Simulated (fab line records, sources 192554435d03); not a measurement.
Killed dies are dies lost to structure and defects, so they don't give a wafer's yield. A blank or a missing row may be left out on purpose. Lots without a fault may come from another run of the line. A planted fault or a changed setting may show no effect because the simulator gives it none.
fab line records | flow n5_finfet
record lots=7 wafers=21 last_day=19
route steps=1938 shown BEOL_M0_SAQP@659 BEOL_M4@1111 PASSIVATION@1936
lots that met no fault: from a run of the same line without faults
start_h: hours from the record's first day to the start of the lot's first wafer shown | wait_h: hours since the lot's step before | " the same as in the row above | L1.1+2: a row that stands for several wafers | - no value, or no start given | * or withheld: withheld | < > ~ a bound
route shown NAME@n: a module of which the file shows steps, and the number in the route of the first | usual: mean/standard deviation of fault-free wafers | same: alike in all rows | chamber/n: place in a boat | sites: the reading at each site | _std_site: their standard deviation | _edge_site: outer sites' mean less inner sites' | radius_mm: how far each site lies from the wafer's centre | mask NAME#n: copy n | behind: the tool/chamber that last shaped the wafer | hold: why the lot was held/for how many hours/how that ended | device: the transistor (n, p or np) that didn't switch | end of line: the same wafers' tests at the end of the route | a step without rows: its recipe alone | killed: dies lost to structure and defects at the first sort, not the wafer's yield | map: a wafer's dies, x killed, . not, _ none there
set.NAME: the setting as run; set.NAME@STEP: as run at that earlier step | model.NAME: the simulator's own value behind a step, which no gauge read
lots at some steps of the route; a table a step, a row a wafer
services: from which hour (start_h, from the record's first day; less than 0 if before it) a tool's chamber was out of use, for how many hours, and why
## steps
# step N5_BEOL_M0_SAQP_STRIP_86
# recipe chemistry=N2/H2 power_w=500 temp_c=40 pressure_mtorr=50 rf_frequency_hz=6e+07 overash_fraction=0.3 bias_power_w=28 h2_frac=0.5 n2_flow_sccm=300 h2_flow_sccm=300
# usual drypump_motor_current_A=5.8/0.45 oes_product_au=0.79/0.1 rf_vpp_V=121.9/1.5 showerhead_plenum_p_Torr=3.36/0.13 throttle_valve_pct=19.14/0.27
# columns lot.wafer tool chamber start_h wait_h drypump_motor_current_A oes_product_au rf_hours_counter_h rf_vpp_V showerhead_plenum_p_Torr throttle_valve_pct
L106.2 rie_diel-06 3 153.23 0.1 6.0 0.72 190 122.0 3.19 19.18
L106.5 " 1 " " 6.5 0.76 - 119.9 3.33 19.26
L106.6 " 2 " " 6.1 0.97 - 123.2 3.44 18.77
L107.1 rie_diel-02 3 163.37 0.1 5.3 0.91 32 120.1 3.42 19.45
L107.2 " 1 " " 6.6 0.92 17 123.3 3.58 19.05
L107.5 " 1 " " 6.6 0.91 - 123.7 3.58 19.03
L108.1 rie_diel-02 1 168.13 0.1 6.5 0.90 19 124.1 3.58 19.07
L108.3 " 2 " " 5.3 0.83 109 122.5 3.24 18.79
L108.5 " 2 " " 5.3 0.82 - 122.7 3.24 18.78
L109.2 rie_diel-06 1 173.69 0.2 6.5 0.76 171 119.4 3.33 19.24
L109.3 " 0 " " 5.3 0.77 119 124.5 3.12 18.98
L109.5 " 0 " " 5.3 0.78 - 121.2 3.12 18.97
L115.1 rie_diel-05 3 207.67 0.1 5.2 0.72 211 121.9 3.33 18.85
L115.2 " 0 " " 5.8 1.00 1 121.7 3.29 19.06
L115.6 " 3 " " 5.2 0.72 - 119.7 3.33 18.83
L118.2 rie_diel-05 0 225.09 0.1 5.8 0.97 6 120.5 3.28 19.08
L118.3 " 2 " " 6.0 0.74 153 122.3 3.51 19.43
L118.5 " 0 " " 5.8 0.98 - 121.7 3.28 19.10
L119.3 rie_diel-02 1 232.43 0.1 6.6 0.85 41 120.9 3.56 19.08
L119.4 " 3 " " 5.2 0.88 56 122.6 3.41 19.49
L119.6 " 0 " " 6.2 0.94 - 124.0 3.45 18.73
# step N5_BEOL_M0_SAQP_STRIP_115
# recipe chemistry=post_etch_residue_remover time_s=60 temp_c=25 remover_ph=withheld remover_water_wt_pct=withheld remover_fluoride_wt_pct=withheld
# step N5_BEOL_M0_SAQP_SRD_93
# recipe dry=ipa_marangoni time_s=30 temp_c=23 rinse_liquid=diw
# step N5_BEOL_M0_SAQP_RECESS_114
# recipe chemistry=HF/NH3 target=SiO2 target_depth_a=144 afs_cycles=3 temp_c=30 sublimation_temp_c=180 sublimation_time_s=60
# step N5_BEOL_M0_SAQP_SPACER1_ALD_98
# recipe material=SiO2 target_thk_a=128 temp_c=300 ald_precursor_family=BDEAS ald_co_reactant=O2-plasma pulse_time_s=1 purge_time_s=2 co_reactant_purge_time_s=2 ald_cycles=138 pressure_torr=2
# usual heater_power_w=503/55 precursor_pulse_height_rel=0.998/0.021
# columns lot.wafer tool chamber start_h wait_h heater_power_w precursor_pulse_height_rel
L106.2 ald_sin-04 1 153.75 0.3 447 1.005
L106.5 " 1 " " 447 1.007
L106.6 " 0 " " 424 0.994
L107.1 ald_sin-04 3 163.89 0.3 501 1.020
L107.2 " 2 " " 541 1.045
L107.5 " 3 " " 509 0.993
L108.1 ald_sin-01 3 168.65 0.3 492 0.993
L108.3 " 1 " " 506 0.958
L108.5 " 0 " " 635 1.038
L109.2 ald_sin-03 2 174.21 0.3 474 1.000
L109.3 " 0 " " 552 0.939
L109.5 " 2 " " 479 0.967
L115.1 ald_sin-03 0 208.43 0.5 543 0.986
L115.2 " 1 " " 447 0.979
L115.6 " 1 " " 459 1.000
L118.2 ald_sin-03 3 226.06 0.7 528 0.991
L118.3 " 2 " " 490 0.977
L118.5 " 0 " " 556 1.000
L119.3 ald_sin-04 0 233.77 1.0 425 0.985
L119.4 " 3 " " 506 1.025
L119.6 " 0 " " 434 1.020
# step N5_BEOL_M0_SAQP_SPACER1_ETCHBACK_99
# recipe chemistry=CHF3/O2 mode=anisotropic_etchback target=SiO2 target_depth_a=154 time_s=7.7 pressure_mtorr=30 source_w=650 bias_w=170 Ar_flow_sccm=200 CHF3_flow_sccm=50 O2_flow_sccm=5 ion_energy_ev=200
# step N5_BEOL_M0_SAQP_MANDREL1_REMOVE_100
# recipe chemistry=HBr/Cl2/O2 bt_time_s=10 target=a-Si stop_on=SiNx endpoint=OES-SiCl over_etch_frac=0.85 icp_w=600 bias_w=30 HBr_flow_sccm=150 Cl2_flow_sccm=80 O2_flow_sccm=5 pressure_mtorr=10
# usual drypump_motor_current_A=5.6/0.37 mfc_cl2_sccm=79.99/0.23 oes_product_au=1.001/0.014 throttle_valve_pct=36.8/0.32
# columns lot.wafer tool chamber start_h wait_h drypump_motor_current_A mfc_cl2_sccm oes_product_au rf_hours_counter_h throttle_valve_pct
L106.2 rie_si-06 3 154.31 0.1 6.3 80.48 1.000 119 37.0
L106.5 " 1 " " 5.7 80.12 0.980 - 37.3
L106.6 " 0 " " 5.4 79.75 0.996 - 37.1
L107.1 rie_si-06 3 164.45 0.1 6.3 80.27 1.013 119 37.0
L107.2 " 2 " " 5.7 79.75 0.973 157 36.2
L107.5 " 3 " " 6.3 80.10 1.005 - 37.0
L108.1 rie_si-06 3 169.21 0.1 6.3 79.91 1.003 119 37.0
L108.3 " 2 " " 5.7 79.61 0.982 157 36.2
L108.5 " 2 " " 5.7 80.15 0.988 - 36.2
L109.2 rie_si-06 0 174.77 0.1 5.4 79.75 1.017 162 37.1
L109.3 " 1 " " 5.7 80.05 0.980 122 37.3
L109.5 " 3 " " 6.3 79.77 1.014 - 37.0
L115.1 rie_si-06 1 209.23 0.1 5.7 80.38 0.976 123 37.3
L115.2 " 3 " " 6.3 80.06 0.999 120 37.0
L115.6 " 0 " " 5.4 80.10 0.991 - 37.0
L118.2 rie_si-06 2 226.63 0.1 5.7 80.06 0.985 158 36.2
L118.3 " 0 " " 5.4 80.00 1.001 163 37.1
L118.5 " 0 " " 5.4 79.98 1.003 - 37.1
L119.3 rie_si-03 2 234.33 0.1 5.1 79.80 0.996 149 36.5
L119.4 " 0 " " 5.1 79.92 0.989 5 37.1
L119.6 " 1 " " 5.3 79.65 0.997 - 36.7
# step N5_BEOL_M0_SAQP_CD_MEAS_25
# recipe target_cd_nm=13.1 landing_energy_ev=1000 detector=se_inlens
# usual cd_nm=12.80/0.25
# columns lot.wafer tool chamber start_h wait_h cd_nm
L106.2 cd_sem-03 0 154.42 0.1 12.84
L106.5 " 0 " " 12.40
L106.6 " 0 " " 12.71
L107.1 cd_sem-02 0 164.56 0.1 12.54
L107.2 " 0 " " 12.73
L107.5 " 0 " " 12.73
L108.1 cd_sem-02 0 169.32 0.1 12.61
L108.3 " 0 " " 12.68
L108.5 " 0 " " 12.69
L109.2 cd_sem-02 0 174.88 0.1 12.49
L109.3 " 0 " " 12.58
L109.5 " 0 " " 12.57
L115.1 cd_sem-01 0 209.33 0.1 12.64
L115.2 " 0 " " 12.76
L115.6 " 0 " " 12.65
L118.2 cd_sem-01 0 226.74 0.1 12.90
L118.3 " 0 " " 12.70
L118.5 " 0 " " 12.96
L119.3 cd_sem-03 0 234.44 0.1 12.47
L119.4 " 0 " " 12.89
L119.6 " 0 " " 12.77
# step N5_BEOL_M0_SAQP_ETCH_101
# recipe chemistry=CH3F/O2 target=SiNx mask_material=SiO2 target_depth_a=299 time_s=42.7 pressure_mtorr=30 source_w=395 bias_w=73 Ar_flow_sccm=150 CH3F_flow_sccm=30 O2_flow_sccm=20 ion_energy_ev=120
# step N5_BEOL_M0_SAQP_ETCH_102
# recipe chemistry=CF4 target=SiO2 target_depth_a=40 ion_energy_ev=350 time_s=4.4 pressure_mtorr=10 icp_w=800 bias_w=400 cf4_flow_sccm=80
# usual drypump_motor_current_A=5.6/0.38 oes_product_au=1.005/0.014 throttle_valve_pct=21.75/0.21
# columns lot.wafer tool chamber start_h wait_h drypump_motor_current_A oes_product_au rf_hours_counter_h throttle_valve_pct
L106.2 rie_si-02 1 154.67 0.1 5.6 1.019 151 21.69
L106.5 " 3 " " 5.4 1.002 - 22.14
L106.6 " 2 " " 6.3 1.029 - 21.81
L107.1 rie_si-02 3 164.70 0.1 5.3 0.997 93 22.12
L107.2 " 0 " " 5.7 1.029 7 21.72
L107.5 " 1 " " 5.5 1.002 - 21.68
L108.1 rie_si-02 3 169.47 0.1 5.3 0.993 93 22.14
L108.3 " 0 " " 5.7 1.028 7 21.71
L108.5 " 3 " " 5.3 0.991 - 22.14
L109.2 rie_si-02 2 175.03 0.1 6.3 1.021 95 21.80
L109.3 " 1 " " 5.6 0.999 152 21.66
L109.5 " 2 " " 6.3 1.031 - 21.79
L115.1 rie_si-03 3 209.48 0.1 5.5 1.024 96 21.57
L115.2 " 0 " " 5.1 1.006 4 22.07
L115.6 " 0 " " 5.1 1.007 - 22.06
L118.2 rie_si-03 3 226.89 0.1 5.5 1.013 96 21.57
L118.3 " 0 " " 5.1 1.008 5 22.07
L118.5 " 2 " " 5.1 0.981 - 21.46
L119.3 rie_si-02 1 234.59 0.1 5.6 0.997 153 21.68
L119.4 " 2 " " 6.3 1.024 - 21.80
L119.6 " 3 " " 5.4 0.990 - 22.14
# step N5_BEOL_M0_SAQP_MANDREL_ETCH_103
# recipe chemistry=HBr/Cl2 target=a-Si target_depth_a=450 bt_time_s=10 stop_on=SiCN mask_material=SiO2 over_etch_frac=0.8 time_s=27 pressure_mtorr=10 icp_w=800 bias_w=75 HBr_flow_sccm=150 Cl2_flow_sccm=80 ends=end_point
# usual drypump_motor_current_A=5.6/0.39 mfc_cl2_sccm=80.01/0.25 oes_product_au=0.686/0.0091 throttle_valve_pct=35.45/0.26
# columns lot.wafer tool chamber start_h wait_h drypump_motor_current_A mfc_cl2_sccm oes_product_au rf_hours_counter_h throttle_valve_pct
L106.2 rie_si-02 1 154.70 0.0 5.6 79.80 0.695 151 35.19
L106.5 " 3 " " 5.4 80.05 0.697 - 35.65
L106.6 " 2 " " 6.3 79.51 0.695 - 35.32
L107.1 rie_si-02 3 164.74 0.0 5.3 79.81 0.675 93 35.69
L107.2 " 0 " " 5.7 79.82 0.696 7 35.36
L107.5 " 1 " " 5.6 79.61 0.690 - 35.16
L108.1 rie_si-02 3 169.50 0.0 5.4 80.11 0.679 93 35.72
L108.3 " 0 " " 5.7 80.46 0.695 7 35.36
L108.5 " 3 " " 5.3 79.89 0.673 - 35.72
L109.2 rie_si-02 2 175.06 0.0 6.3 79.98 0.680 95 35.32
L109.3 " 1 " " 5.6 79.85 0.690 152 35.18
L109.5 " 2 " " 6.3 80.07 0.700 - 35.29
L115.1 rie_si-03 3 209.52 0.0 5.5 79.76 0.696 96 35.44
L115.2 " 0 " " 5.1 79.61 0.680 4 35.81
L115.6 " 0 " " 5.1 80.10 0.688 - 35.78
L118.2 rie_si-03 3 226.92 0.0 5.5 79.43 0.683 96 35.44
L118.3 " 0 " " 5.2 80.12 0.686 5 35.80
L118.5 " 2 " " 5.1 80.03 0.695 - 35.23
L119.3 rie_si-02 1 234.62 0.0 5.6 80.18 0.690 153 35.19
L119.4 " 2 " " 6.4 80.05 0.692 - 35.32
L119.6 " 3 " " 5.4 79.82 0.684 - 35.68
# step N5_BEOL_M0_SAQP_RECESS_104
# recipe chemistry=HF/NH3 target=SiO2 target_depth_a=180 afs_cycles=3 temp_c=30 sublimation_temp_c=180 sublimation_time_s=60
# step N5_BEOL_M0_SAQP_COAT_105
# recipe resist=SOC temp_c=250 time_s=60 spin_rpm=1500 resist_thk_nm=100
# usual plate_temp_C=250.03/0.18 spin_speed_rpm=1500.0/1.1
# columns lot.wafer tool chamber start_h wait_h plate_temp_C spin_speed_rpm model.SOC_of_BEOL_M0_SAQP_COAT_105.thk_nm
L106.2 litho_track-01 0 155.17 0.3 249.99 1499.6 100
L106.5 " 0 " " 249.78 1499.9 100
L106.6 " 0 " " 250.20 1499.1 100.2
L107.1 litho_track-01 0 165.20 0.3 250.13 1369.2 105
L107.2 " 0 " " 250.25 1373.4 104.8
L107.5 " 0 " " 250.13 1372.6 104.8
L108.1 litho_track-01 0 169.96 0.3 249.87 1373.3 105
L108.3 " 0 " " 249.96 1372.4 105.2
L108.5 " 0 " " 250.08 1372.6 105.4
L109.2 litho_track-01 0 175.53 0.3 250.06 1374.0 104.2
L109.3 " 0 " " 250.11 1373.6 104.6
L109.5 " 0 " " 249.93 1371.8 104.4
L115.1 litho_track-02 0 209.98 0.3 250.05 1500.2 100.2
L115.2 " 0 " " 249.91 1498.8 100.4
L115.6 " 0 " " 250.09 1499.5 100.4
L118.2 litho_track-02 0 227.39 0.3 249.78 1501.2 99.8
L118.3 " 0 " " 250.09 1498.7 99.8
L118.5 " 0 " " 250.31 1501.1 99.8
L119.3 litho_track-02 0 235.09 0.2 249.92 1498.9 99.6
L119.4 " 0 " " 249.74 1499.1 99.6
L119.6 " 0 " " 249.64 1500.2 99.6
# step N5_BEOL_M0_SAQP_ETCH_106
# recipe chemistry=N2/H2 target=SOC target_depth_a=1500 stop_on=SiNx ion_energy_ev=100 bias_w=61 pressure_mtorr=30 source_w=850 n2_flow_sccm=200 h2_flow_sccm=200
# step N5_BEOL_M0_SAQP_ETCH_107
# recipe chemistry=CH3F/O2 target=SiNx target_depth_a=300 mask_material=SOC pressure_mtorr=30 source_w=395 bias_w=73 Ar_flow_sccm=150 CH3F_flow_sccm=30 O2_flow_sccm=20 ion_energy_ev=120
# usual drypump_motor_current_A=5.7/0.43 oes_product_au=0.77/0.084 rf_vpp_V=299/4.2 showerhead_plenum_p_Torr=2.00/0.076 throttle_valve_pct=16.48/0.23
# columns lot.wafer tool chamber start_h wait_h drypump_motor_current_A oes_product_au rf_hours_counter_h rf_vpp_V showerhead_plenum_p_Torr throttle_valve_pct model.SOC_of_BEOL_M0_SAQP_COAT_105.thk_nm
L106.2 rie_diel-05 0 155.29 0.0 5.8 0.70 244 296 1.97 16.65 15.2
L106.5 " 2 " " 6.0 0.77 - 295 2.09 16.75 11.6
L106.6 " 3 " " 5.2 0.71 - 299 1.98 16.13 14.4
L107.1 rie_diel-02 2 165.32 0.0 5.3 0.82 108 306 1.94 16.37 15.6
L107.2 " 3 " " 5.3 0.92 32 298 2.04 16.53 15.2
L107.5 " 0 " " 6.1 0.70 - 298 2.06 16.24 15.8
L108.1 rie_diel-05 0 170.09 0.0 5.8 0.70 246 296 1.97 16.64 20
L108.3 " 2 " " 6.0 0.77 134 295 2.09 16.75 17.2
L108.5 " 2 " " 6.0 0.76 - 293 2.09 16.76 17.6
L109.2 rie_diel-06 3 175.65 0.0 6.0 0.71 196 308 1.91 16.68 17.6
L109.3 " 1 " " 6.5 0.76 171 296 1.99 16.70 14.8
L109.5 " 3 " " 6.0 0.71 - 308 1.91 16.67 17.2
L115.1 rie_diel-06 2 210.10 0.0 6.1 0.91 21 302 2.03 16.39 15.2
L115.2 " 0 " " 5.2 0.76 132 295 1.84 16.59 10.4
L115.6 " 2 " " 6.1 0.91 - 301 2.03 16.39 14.8
L118.2 rie_diel-06 0 227.51 0.0 5.2 0.76 140 295 1.83 16.60 11
L118.3 " 2 " " 6.1 0.89 27 301 2.03 16.41 14.6
L118.5 " 3 " " 6.0 0.70 - 306 1.91 16.69 13.6
L119.3 rie_diel-06 1 235.45 0.0 6.5 0.75 190 295 1.98 16.73 10.8
L119.4 " 2 " " 6.1 0.89 30 303 2.03 16.40 15.6
L119.6 " 3 " " 5.9 0.69 - 309 1.91 16.70 15
# step N5_BEOL_M0_SAQP_STRIP_108
# recipe chemistry=N2/H2 power_w=500 temp_c=40 pressure_mtorr=50 rf_frequency_hz=6e+07 overash_fraction=0.3 bias_power_w=28 h2_frac=0.5 n2_flow_sccm=300 h2_flow_sccm=300
# step N5_BEOL_M4_RC_MEAS_101
# usual DIBL_N=35.8/1.7 DIBL_P=35.3/2 IOFF_N=0.150/0.026 IOFF_P=0.194/0.029 ION_N=667/11 ION_P=456/7.1 SS_N=71.4/0.65 SS_P=73.1/0.64 VT_N=251/3 VT_P=-252/3.2
# columns lot.wafer tool chamber start_h wait_h DIBL_N[mV/V] DIBL_P[mV/V] IOFF_N[nA/um] IOFF_P[nA/um] ION_N[uA/um] ION_P[uA/um] SS_N[mV/dec] SS_P[mV/dec] VT_N[mV] VT_P[mV]
L106.2 prober-02 0 270.14 0.2 30.0 30.1 0.088 0.135 649 450 70.0 71.1 256 -256
L106.5 " 0 " " 35.2 37.6 0.169 0.223 689 469 71.3 72.4 245 -250
L106.6 " 0 " " 35.3 37.3 0.169 0.235 680 470 71.1 73.3 248 -245
L107.1 prober-01 0 272.94 0.0 34.8 33.6 0.120 0.192 652 457 70.5 73.7 255 -247
L107.2 " 0 " " 35.2 34.7 0.132 0.202 664 460 71.2 73.4 255 -250
L107.5 " 0 " " 33.9 32.6 0.111 0.176 662 458 71.1 73.0 255 -250
L108.1 prober-01 0 276.86 0.0 36.7 37.7 0.203 0.258 695 473 72.1 73.8 245 -245
L108.3 " 0 " " 34.6 35.8 0.151 0.226 674 463 71.8 73.1 249 -249
L108.5 " 0 " " 32.9 34.1 0.127 0.200 660 464 70.6 72.9 251 -250
L109.2 prober-02 0 276.97 0.2 33.1 31.7 0.117 0.160 661 457 70.1 72.4 251 -254
L109.3 " 0 " " 34.5 31.8 0.126 0.158 680 459 70.9 73.3 252 -255
L109.5 " 0 " " 38.0 37.0 0.185 0.239 683 463 71.2 73.1 248 -248
L115.1 prober-01 0 313.28 0.0 35.2 33.2 0.137 0.175 641 444 71.9 72.7 252 -252
L115.2 " 0 " " 34.7 33.3 0.125 0.173 661 454 71.2 72.7 252 -252
L115.6 " 0 " " 37.3 36.8 0.166 0.228 649 450 71.8 73.7 248 -249
L118.2 prober-01 0 335.98 0.2 36.6 34.0 0.167 0.213 659 461 72.4 72.8 251 -246
L118.3 " 0 " " 36.7 35.4 0.170 0.237 670 461 72.0 73.1 248 -247
L118.5 " 0 " " 36.9 34.7 0.158 0.221 659 455 72.4 73.7 252 -248
L119.3 prober-01 0 339.03 0.3 36.4 35.4 0.173 0.183 660 446 72.2 73.2 248 -255
L119.4 " 0 " " 35.1 34.1 0.147 0.167 669 450 71.7 72.8 251 -254
L119.6 " 0 " " 33.0 31.0 0.116 0.135 646 443 71.0 71.7 253 -257
# step N5_PASSIVATION_PROBE_49
# usual defect_limited_yield=91.5/1.4 killed_at_M0_to_M3=34/11 killed_at_M4_up=15/6 killed_at_contacts=11/5.9 killed_at_front_end=37/11 killed_at_other=3.6/2.9 killed_dies=101/17 killed_open=66/12 killed_short=33/7.8 sort_bin_5_function=5.0/0.97 sort_bin_6_memory=3.2/0.65 sort_bin_8_speed=0.02/0.2 sort_n_pass=1079/17 sort_yield_pct=91.4/1.4
# same gross_dies=1180 killed_at_back_side=0 sort_bin_4_leakage[%]=0
# columns lot.wafer tool chamber start_h wait_h defect_limited_yield[%] killed_at_M0_to_M3 killed_at_M4_up killed_at_contacts killed_at_front_end killed_at_other killed_dies killed_open killed_short sort_bin_5_function[%] sort_bin_6_memory[%] sort_bin_8_speed[%] sort_n_pass sort_yield_pct[%]
L108.3 prober-01 - 381.48 0.1 90.4 24 18 10 61 0 113 82 31 5.4 3.6 0 1067 90.4
# killed by level:class
L108.3 STI_FIN_REVEAL:geometric_particle:open=30 FIN_SAQP:geometric_particle:short=10 MOL_CONTACT_COAG:geometric_particle:open=9 FIN_SAQP:geometric_particle:open=7 STI_FIN_REVEAL:geometric_particle:short=6 BEOL_M3:geometric_particle:open=5 BEOL_M0_SAQP:geometric_particle:open=4 BEOL_M4:geometric_particle:open=4
## services
# columns tool chamber start_h hours kind
ald_sin-03 3 135.05 4.0 repair
rie_diel-02 - 145.67 1.1 repair
rie_si-02 3 174.52 23.4 repair
rie_si-02 0 175.83 7.0 repair
ald_sin-03 - 176.99 14.0 pm
rie_diel-06 3 177.16 1.4 repair
ald_sin-01 - 183.32 0.7 repair
rie_diel-05 0 186.26 - clean
rie_diel-05 0 186.26 - consumable_replace:focus_ring
rie_diel-05 0 186.26 17.9 scheduled_down
rie_diel-05 0 186.26 17.9 vent_cycle
rie_diel-06 1 192.14 6.6 repair
rie_si-02 0 193.10 3.9 repair
rie_diel-02 0 198.85 - clean
rie_diel-02 0 198.85 - consumable_replace:focus_ring
rie_diel-02 0 198.85 22.0 scheduled_down
rie_diel-02 0 198.85 22.0 vent_cycle
rie_diel-06 3 210.04 5.9 repair
ald_sin-04 - 214.90 14.6 pm
rie_diel-05 - 215.11 2.8 pm
rie_si-06 - 218.94 2.8 pm
ald_sin-01 - 226.50 0.6 repair
rie_si-02 0 232.10 4.7 repair
ald_sin-04 - 232.41 0.3 repair
## key
first_sign step=N5_BEOL_M0_SAQP_COAT_105 reading=spin_speed_rpm direction=down sigmas=99+ usual=* struck=*
effect none on later readings
model_effect step=N5_BEOL_M0_SAQP_COAT_105 value=SOC_of_BEOL_M0_SAQP_COAT_105.thk_nm without=100.3 struck=104.8
model_effect step=N5_BEOL_M0_SAQP_ETCH_107 value=SOC_of_BEOL_M0_SAQP_COAT_105.thk_nm without=12.22 struck=16.78
met_at N5_BEOL_M0_SAQP_COAT_105
struck_wafers L107.1,L107.2,L107.5,L108.1,L108.3,L108.5,L109.2,L109.3,L109.5
onset_between 155.17 165.20
fault kind=process_parameter_drift tool=litho_track-01 chamber=- onset_h=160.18 steps=N5_BEOL_M0_SAQP_COAT_105 channel=spin_rpm offset=* shape=step end_h=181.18 acts_in=* stated=*
